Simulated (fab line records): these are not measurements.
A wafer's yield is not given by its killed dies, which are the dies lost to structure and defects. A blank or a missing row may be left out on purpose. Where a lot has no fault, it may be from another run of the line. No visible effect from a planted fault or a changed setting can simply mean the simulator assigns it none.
Chamber matching + flow nand-harc + rie-diel-10 running NHARC_A_CHANNEL_FILL_D1_STRIP_28: 4 sister chambers
The step strips in O2, time 20 s. 14 wafers are shown with their chamber, then 7 later ones without.

EACH WAFER AND ITS CHAMBER
| wafer  | chamber | showerhead-plenum-p-Torr (Torr) | drypump-motor-current-A (A) | o2-flow-sccm (sccm) |
|--------|---------|---------------------------------|-----------------------------|---------------------|
| L353.1 | 2       | 3.45                            | 6.1                         | 500.2               |
| L353.5 | 0       | 3.78                            | 5.6                         | 501.4               |
| L353.6 | 3       | 3.63                            | 6.3                         | 500.3               |
| L357.1 | 3       | 3.63                            | 6.4                         | 500.2               |
| L357.2 | 0       | 3.78                            | 5.6                         | 498.1               |
| L357.6 | 2       | 3.45                            | 6.1                         | 499.8               |
| L359.1 | 3       | 3.63                            | 6.3                         | 500.5               |
| L359.5 | 0       | 3.78                            | 5.5                         | 495.2               |
| L359.6 | 3       | 3.63                            | 6.4                         | 500.4               |
| L362.1 | 0       | 3.78                            | 5.6                         | 501.5               |
| L362.2 | 3       | 3.62                            | 6.3                         | 500.7               |
| L362.6 | 2       | 3.45                            | 6.1                         | 501.2               |
| L364.2 | 2       | 3.45                            | 6.1                         | 500.5               |
| L364.4 | 1       | 3.36                            | 6.2                         | 502.0               |

SIGNATURES, as means of the wafers listed above
| reading                  | chamber 0 | chamber 1 | chamber 2 | chamber 3 | scatter within a chamber |
|--------------------------|-----------|-----------|-----------|-----------|--------------------------|
| showerhead-plenum-p-Torr | 3.7800    | 3.3600    | 3.4500    | 3.6280    | 0.00283                  |
| drypump-motor-current-A  | 5.575     | 6.200     | 6.100     | 6.340     | 0.0442                   |
| o2-flow-sccm             | 499.050   | 502.000   | 500.425   | 500.420   | 1.69                     |
Rule: distance of a wafer from a chamber = root of the sum over the readings of ((wafer's reading minus chamber's mean) / reading's scatter) squared. If the next closest chamber is less than 2 further off than the closest, the wafer can't be placed; otherwise it belongs to the closest. The scatter: take each reading less its chamber's mean, square it, sum over the shown wafers, divide by the number of wafers less the number of chambers, and take the root.

WAFERS WHOSE CHAMBER IS MISSING
| wafer  | showerhead-plenum-p-Torr (Torr) | drypump-motor-current-A (A) | o2-flow-sccm (sccm) |
|--------|---------------------------------|-----------------------------|---------------------|
| L364.6 | 3.45                            | 6.1                         | 500.8               |
| L365.1 | 3.78                            | 5.6                         | 499.1               |
| L365.2 | 3.45                            | 6.1                         | 499.0               |
| L365.3 | 3.36                            | 6.1                         | 500.0               |
| L374.1 | 3.36                            | 6.1                         | 498.3               |
| L374.5 | 3.44                            | 6.1                         | 500.1               |
| L374.6 | 3.36                            | 6.1                         | 497.6               |

CHAMBER TAKEN BY EACH
| wafer  | from the rows above | in truth |
|--------|---------------------|----------|
| L364.6 | 2                   | 2        |
| L365.1 | 0                   | 0        |
| L365.2 | 2                   | 2        |
| L365.3 | 1                   | 1        |
| L374.1 | 1                   | 1        |
| L374.5 | 2                   | 2        |
| L374.6 | 1                   | 1        |
7 of 7 placed correctly. Not placeable from these rows: 0. 0 placed wrongly.
